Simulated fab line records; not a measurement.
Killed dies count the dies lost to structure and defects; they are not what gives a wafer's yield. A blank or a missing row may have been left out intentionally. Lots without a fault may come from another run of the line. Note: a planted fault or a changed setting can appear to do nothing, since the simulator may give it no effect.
Split-lot trial || flow n5Finfet || 7 lots, 21 wafers read, on a route of 1938 steps

ON THE SPLIT
At N5_BEOL_M5_COAT_22 (resist thk 30 nm), the setting spinRpm was moved away from the recipe's 1500 rpm on 7 of the 21 wafers read, by -11.2% to +9.8%. This setting was run at the recipe's value on the other wafers.

FROM THE SPLIT TO THE READING: what the file shows between them, 3 steps
- N5_BEOL_M5_EBR_24
- N5_BEOL_M5_SOFTBAKE_23: time 60 s
- N5_BEOL_M5_DESCUM_33: chemistry O2, time 7 s

THE READING
CAR-EUV_of_BEOL_M5_COAT_22.thkNm (the simulator's own value, which no gauge read), in nm, at N5_BEOL_M5_ETCH_75 (etches underlayer in N2/H2, target depth 6.5 nm, time 5.2 s). No usual value for it is given in the file. The 14 wafers here that ran the recipe average 20.3 nm, standard deviation 0.16 nm.

{"wafer": "L076.1", "tool, chamber at the split": "lithoTrack-01, 0", "spinRpm as run, rpm": 1615, "against the recipe": "+7.7%", "CAR-EUV_of_BEOL_M5_COAT_22.thkNm, nm": 19.2, "against lot-mates on the recipe": -1.4}
{"wafer": "L076.4", "tool, chamber at the split": "lithoTrack-01, 0", "spinRpm as run, rpm": 1615, "against the recipe": "+7.7%", "CAR-EUV_of_BEOL_M5_COAT_22.thkNm, nm": 19.2, "against lot-mates on the recipe": -1.4}
{"wafer": "L076.3", "tool, chamber at the split": "lithoTrack-01, 0", "spinRpm as run, rpm": 1500, "against the recipe": "recipe", "CAR-EUV_of_BEOL_M5_COAT_22.thkNm, nm": 20.6, "against lot-mates on the recipe": "-"}
{"wafer": "L079.2", "tool, chamber at the split": "lithoTrack-05, 0", "spinRpm as run, rpm": 1332, "against the recipe": "-11.2%", "CAR-EUV_of_BEOL_M5_COAT_22.thkNm, nm": 22.4, "against lot-mates on the recipe": "+2.2"}
{"wafer": "L079.4", "tool, chamber at the split": "lithoTrack-05, 0", "spinRpm as run, rpm": 1500, "against the recipe": "recipe", "CAR-EUV_of_BEOL_M5_COAT_22.thkNm, nm": 20.2, "against lot-mates on the recipe": "-"}
{"wafer": "L079.6", "tool, chamber at the split": "lithoTrack-05, 0", "spinRpm as run, rpm": 1500, "against the recipe": "recipe", "CAR-EUV_of_BEOL_M5_COAT_22.thkNm, nm": 20.2, "against lot-mates on the recipe": "-"}
{"wafer": "L080.4", "tool, chamber at the split": "lithoTrack-03, 0", "spinRpm as run, rpm": 1500, "against the recipe": "recipe", "CAR-EUV_of_BEOL_M5_COAT_22.thkNm, nm": 20.2, "against lot-mates on the recipe": "-"}
{"wafer": "L080.5", "tool, chamber at the split": "lithoTrack-03, 0", "spinRpm as run, rpm": 1500, "against the recipe": "recipe", "CAR-EUV_of_BEOL_M5_COAT_22.thkNm, nm": 20.2, "against lot-mates on the recipe": "-"}
{"wafer": "L080.6", "tool, chamber at the split": "lithoTrack-03, 0", "spinRpm as run, rpm": 1500, "against the recipe": "recipe", "CAR-EUV_of_BEOL_M5_COAT_22.thkNm, nm": 20.2, "against lot-mates on the recipe": "-"}
{"wafer": "L081.1", "tool, chamber at the split": "lithoTrack-03, 0", "spinRpm as run, rpm": 1500, "against the recipe": "recipe", "CAR-EUV_of_BEOL_M5_COAT_22.thkNm, nm": 20.2, "against lot-mates on the recipe": "-"}
{"wafer": "L081.3", "tool, chamber at the split": "lithoTrack-03, 0", "spinRpm as run, rpm": 1647, "against the recipe": "+9.8%", "CAR-EUV_of_BEOL_M5_COAT_22.thkNm, nm": 18.8, "against lot-mates on the recipe": -1.4}
{"wafer": "L081.6", "tool, chamber at the split": "lithoTrack-03, 0", "spinRpm as run, rpm": 1647, "against the recipe": "+9.8%", "CAR-EUV_of_BEOL_M5_COAT_22.thkNm, nm": 19, "against lot-mates on the recipe": -1.2}
{"wafer": "L089.1", "tool, chamber at the split": "lithoTrack-01, 0", "spinRpm as run, rpm": 1500, "against the recipe": "recipe", "CAR-EUV_of_BEOL_M5_COAT_22.thkNm, nm": 20.6, "against lot-mates on the recipe": "-"}
{"wafer": "L089.4", "tool, chamber at the split": "lithoTrack-01, 0", "spinRpm as run, rpm": 1500, "against the recipe": "recipe", "CAR-EUV_of_BEOL_M5_COAT_22.thkNm, nm": 20.6, "against lot-mates on the recipe": "-"}
{"wafer": "L089.5", "tool, chamber at the split": "lithoTrack-01, 0", "spinRpm as run, rpm": 1500, "against the recipe": "recipe", "CAR-EUV_of_BEOL_M5_COAT_22.thkNm, nm": 20.2, "against lot-mates on the recipe": "-"}
{"wafer": "L093.1", "tool, chamber at the split": "lithoTrack-03, 0", "spinRpm as run, rpm": 1500, "against the recipe": "recipe", "CAR-EUV_of_BEOL_M5_COAT_22.thkNm, nm": 20.4, "against lot-mates on the recipe": "-"}
{"wafer": "L093.2", "tool, chamber at the split": "lithoTrack-03, 0", "spinRpm as run, rpm": 1500, "against the recipe": "recipe", "CAR-EUV_of_BEOL_M5_COAT_22.thkNm, nm": 20.4, "against lot-mates on the recipe": "-"}
{"wafer": "L093.5", "tool, chamber at the split": "lithoTrack-03, 0", "spinRpm as run, rpm": 1500, "against the recipe": "recipe", "CAR-EUV_of_BEOL_M5_COAT_22.thkNm, nm": 20.4, "against lot-mates on the recipe": "-"}
{"wafer": "L094.1", "tool, chamber at the split": "lithoTrack-01, 0", "spinRpm as run, rpm": 1641, "against the recipe": "+9.4%", "CAR-EUV_of_BEOL_M5_COAT_22.thkNm, nm": 19, "against lot-mates on the recipe": -1.4}
{"wafer": "L094.2", "tool, chamber at the split": "lithoTrack-01, 0", "spinRpm as run, rpm": 1641, "against the recipe": "+9.4%", "CAR-EUV_of_BEOL_M5_COAT_22.thkNm, nm": 19, "against lot-mates on the recipe": -1.4}
{"wafer": "L094.4", "tool, chamber at the split": "lithoTrack-01, 0", "spinRpm as run, rpm": 1500, "against the recipe": "recipe", "CAR-EUV_of_BEOL_M5_COAT_22.thkNm, nm": 20.4, "against lot-mates on the recipe": "-"}

THE FIT
A straight line over all 21 wafers: CAR-EUV_of_BEOL_M5_COAT_22.thkNm changes by -0.157 nm for each +1% of spinRpm; r = -0.98; the points scatter about the line by 0.16 nm.
The same after taking each lot's own level away (the mean of its wafers on the recipe; 21 wafers): -0.163 nm for each +1%; r = -0.98; scatter 0.16 nm.
Per that fit: largest spinRpm move, reading shift of 1.8 nm.
The span of the lots' own levels, 20.20 to 20.60 nm, comes to 2.5 times the standard deviation stated above.
So the lot-to-lot level changes the slope little: the two slopes agree.
Check: with one of the wafers moved furthest among these (-11.2%) left out of the fit, the line predicts +1.67 nm for it against its lot-mates. It came out at +2.2 nm against them.

THE WHOLE CHAIN: every reading that the file lists as answering this split, in the file's order
{"step": "N5_BEOL_M5_COAT_22", "what it does": "resist thk 30 nm", "reading": "CAR-EUV_of_BEOL_M5_COAT_22.thkNm (the simulator's own value, which no gauge read)", "change (the file's fit)": "-0.15 nm for each +1% of the setting", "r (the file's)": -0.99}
{"step": "N5_BEOL_M5_DESCUM_33", "what it does": "chemistry O2, time 7 s", "reading": "CAR-EUV_of_BEOL_M5_COAT_22.thkNm (the simulator's own value, which no gauge read)", "change (the file's fit)": "-0.159 nm for each +1% of the setting", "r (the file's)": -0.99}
{"step": "N5_BEOL_M5_ETCH_75", "what it does": "etches underlayer in N2/H2, target depth 6.5 nm, time 5.2 s", "reading": "CAR-EUV_of_BEOL_M5_COAT_22.thkNm (the simulator's own value, which no gauge read)", "change (the file's fit)": "-0.166 nm for each +1% of the setting", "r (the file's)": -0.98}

FILE'S OWN FIT
CAR-EUV_of_BEOL_M5_COAT_22.thkNm changes by -0.166 nm for each +1% of spinRpm, r = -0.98.
